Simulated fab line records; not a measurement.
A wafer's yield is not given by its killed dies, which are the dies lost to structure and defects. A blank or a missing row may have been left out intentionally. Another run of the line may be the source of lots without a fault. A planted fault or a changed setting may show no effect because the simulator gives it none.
The tool behind it: which one? ; flow n5-finfet ; 24 lots with 72 wafers sampled at 3 steps, on a route of 1938 steps

WHAT EACH GAUGE READ, for each wafer
N5_BEOL_M14_CD_MEAS_28: the cd target is 284.4 nm. Usual: cd-nm reads 284.2 nm (standard deviation 2.1).
lot;measured;on;cd-nm (nm);flag
L074;day 11 03:17;cd-sem-03;280.9 286.8 284.1;
L075;day 11 10:52;cd-sem-03;283.1 282.7 286.9;
L076;day 12 03:13;cd-sem-01;284.1 285.1 285.4;
L077;day 12 05:05;cd-sem-01;285.7 283.8 281.8;
L078;day 12 05:20;cd-sem-02;281.8 283.9 285.5;
L079;day 12 18:14;cd-sem-01;286.5 283.9 286.1;
L080;day 13 03:16;cd-sem-01;286.2 283.6 280.7;
L081;day 13 06:02;cd-sem-03;282.8 283.8 288.5;
L083;day 13 11:37;cd-sem-02;286.0 285.6 286.5;
L082;day 14 07:59;cd-sem-02;280.5 281.6 284.5;
L085;day 14 21:37;cd-sem-02;283.2 286.5 283.5;
L084;day 15 08:16;cd-sem-01;284.8 283.8 283.1;
L088;day 15 08:41;cd-sem-03;285.1 281.4 285.9;
L089;day 15 09:53;cd-sem-02;285.1 284.6 283.7;
L086;day 15 10:20;cd-sem-01;283.4 282.5 287.2;
L087;day 15 10:29;cd-sem-02;289.1 288.2 282.5;
L090;day 15 11:09;cd-sem-03;282.4 281.0 287.3;
L092;day 16 09:10;cd-sem-02;282.5 287.0 283.6;
L091;day 16 09:20;cd-sem-02;282.1 284.6 288.2;
L093;day 16 12:58;cd-sem-03;287.0 285.5 281.7;
L094;day 17 03:41;cd-sem-01;286.6 283.6 288.1;
L095;day 17 07:35;cd-sem-03;282.5 285.0 282.2;
L097;day 17 15:05;cd-sem-01;288.3 286.1 284.0;
L096;day 17 17:31;cd-sem-03;282.1 282.1 282.2;

N5_BEOL_M14_OCD_MEAS_35. Usual: trench-depth-nm reads 556 nm (standard deviation 19).
lot;measured;on;trench-depth-nm (nm);flag
L074;day 11 04:03;ocd-02;544 548 550;
L075;day 11 11:34;ocd-02;560 552 548;
L076;day 12 04:00;ocd-02;547 549 554;
L077;day 12 05:47;ocd-01;557 534 539;
L078;day 12 06:02;ocd-02;547 565 543;
L079;day 12 19:08;ocd-01;559 545 545;
L080;day 13 04:02;ocd-01;537 591 567;
L081;day 13 06:45;ocd-01;570 540 559;
L083;day 13 13:22;ocd-02;590 540 551;
L082;day 14 08:41;ocd-01;522 581 518;
L085;day 14 22:23;ocd-02;555 588 544;
L084;day 15 08:58;ocd-01;541 588 590;
L088;day 15 09:33;ocd-02;585 538 535;
L089;day 15 10:35;ocd-01;586 541 584;
L086;day 15 11:02;ocd-01;520 536 576;
L087;day 15 11:23;ocd-01;538 565 545;
L090;day 15 12:08;ocd-01;588 585 566;
L092;day 16 09:52;ocd-02;522 581 580;
L091;day 16 10:08;ocd-01;541 542 571;
L093;day 16 13:52;ocd-02;571 576 526;
L094;day 17 04:23;ocd-01;582 546 547;
L095;day 17 08:17;ocd-02;583 562 545;
L097;day 17 15:47;ocd-02;564 572 567;
L096;day 17 18:15;ocd-01;571 547 576;

TOOL THAT RAN EACH LOT (tool first, then ch and the chambers of the sampled wafers, then the start)
lot;N5_BEOL_M14_ETCH_68
L074;rie-diel-01 ch 0,1, day 11 03:37
L075;rie-diel-01 ch 0,1, day 11 11:08
L076;rie-diel-05 ch 1,3, day 12 03:34
L077;rie-diel-05 ch 0,1,3, day 12 05:22
L078;rie-diel-01 ch 0,2, day 12 05:36
L079;rie-diel-01 ch 0,3, day 12 18:43
L080;rie-diel-01 ch 1,2,3, day 13 03:36
L081;rie-diel-01 ch 2,3, day 13 06:19
L083;rie-diel-01 ch 0,1,3, day 13 12:56
L082;rie-diel-03 ch 2,3, day 14 08:15
L085;rie-diel-05 ch 0,1,2, day 14 21:58
L084;rie-diel-01 ch 1,3, day 15 08:32
L088;rie-diel-01 ch 1,3, day 15 09:07
L089;rie-diel-05 ch 1,2, day 15 10:09
L086;rie-diel-03 ch 0,1,3, day 15 10:36
L087;rie-diel-01 ch 0,2,3, day 15 10:57
L090;rie-diel-01 ch 1,2, day 15 11:42
L092;rie-diel-03 ch 1,3, day 16 09:26
L091;rie-diel-01 ch 2,3, day 16 09:42
L093;rie-diel-03 ch 1,2,3, day 16 13:26
L094;rie-diel-05 ch 0,2,3, day 17 03:57
L095;rie-diel-05 ch 0,1,2, day 17 07:51
L097;rie-diel-03 ch 1,2, day 17 15:22
L096;rie-diel-01 ch 0,1,2, day 17 17:49
- N5_BEOL_M14_ETCH_68: etches SOC in N2/H2, time 450 s.

AS READ BY THE TOOLS THEMSELVES (means over the sampled wafers that have a number; for cases with no such wafer, the mark the record gives instead)
N5_BEOL_M14_ETCH_68. Usual: drypump-motor-current-A 5.6 A, standard deviation 0.41; oes-product-au 0.82 a.u., standard deviation 0.08; rf-vpp-V 524.8 V, standard deviation 2.5; showerhead-plenum-p-Torr 2.57 Torr, standard deviation 0.086; throttle-valve-pct 17.66 %, standard deviation 0.28.
lot;tool;drypump-motor-current-A (A);oes-product-au (a.u.);rf-vpp-V (V);showerhead-plenum-p-Torr (Torr);throttle-valve-pct (%);flag
L074;rie-diel-01;5.5;0.82;524.5;2.59;17.97;
L075;rie-diel-01;5.5;0.82;525.6;2.59;17.98;
L076;rie-diel-05;6.0;0.82;520.8;2.44;17.31;
L077;rie-diel-05;5.5;0.81;522.6;2.49;17.43;
L078;rie-diel-01;5.8;0.89;526.6;2.61;17.72;
L079;rie-diel-01;5.7;0.79;524.5;2.55;17.57;
L080;rie-diel-01;5.5;0.88;525.3;2.61;17.68;
L081;rie-diel-01;5.8;0.83;526.9;2.63;17.58;
L083;rie-diel-01;5.5;0.85;524.8;2.57;17.74;
L082;rie-diel-03;5.6;0.78;527.4;2.64;17.48;
L085;rie-diel-05;5.3;0.85;521.9;2.49;17.61;
L084;rie-diel-01;5.2;0.85;524.9;2.58;17.80;
L088;rie-diel-01;5.4;0.79;523.9;2.55;17.67;
L089;rie-diel-05;5.7;0.89;522.1;2.45;17.65;
L086;rie-diel-03;5.3;0.75;525.0;2.58;17.92;
L087;rie-diel-01;5.8;0.80;524.9;2.58;17.67;
L090;rie-diel-01;5.3;0.89;525.8;2.63;17.87;
L092;rie-diel-03;5.2;0.79;528.2;2.67;17.72;
L091;rie-diel-01;5.7;0.76;524.6;2.57;17.57;
L093;rie-diel-03;5.5;0.78;526.9;2.65;17.59;
L094;rie-diel-05;5.6;0.84;522.1;2.49;17.40;
L095;rie-diel-05;5.4;0.82;523.1;2.48;17.65;
L097;rie-diel-03;5.7;0.79;527.0;2.66;17.54;
L096;rie-diel-01;5.6;0.84;525.7;2.61;17.85;

THE ANSWER, worked out from the rows above alone
Rule: a lot counts as off when the mean over its wafers that have a number is more than 3 standard deviations away from the usual mean. Also off: a lot with no number at a reading for which 4 or more lots have one. The other lots that the step has rows for count as sound. The gauges are gone through in route order, then the tools' own readings, and for those a lot's mean is taken as printed above. At the first step where some lot is off, the reading lying furthest off is the one used; lots without a number count as furthest.
Across all readings shown, no lot is off: no conclusion can be drawn from this.

WHAT THE SIMULATOR HAD INSERTED
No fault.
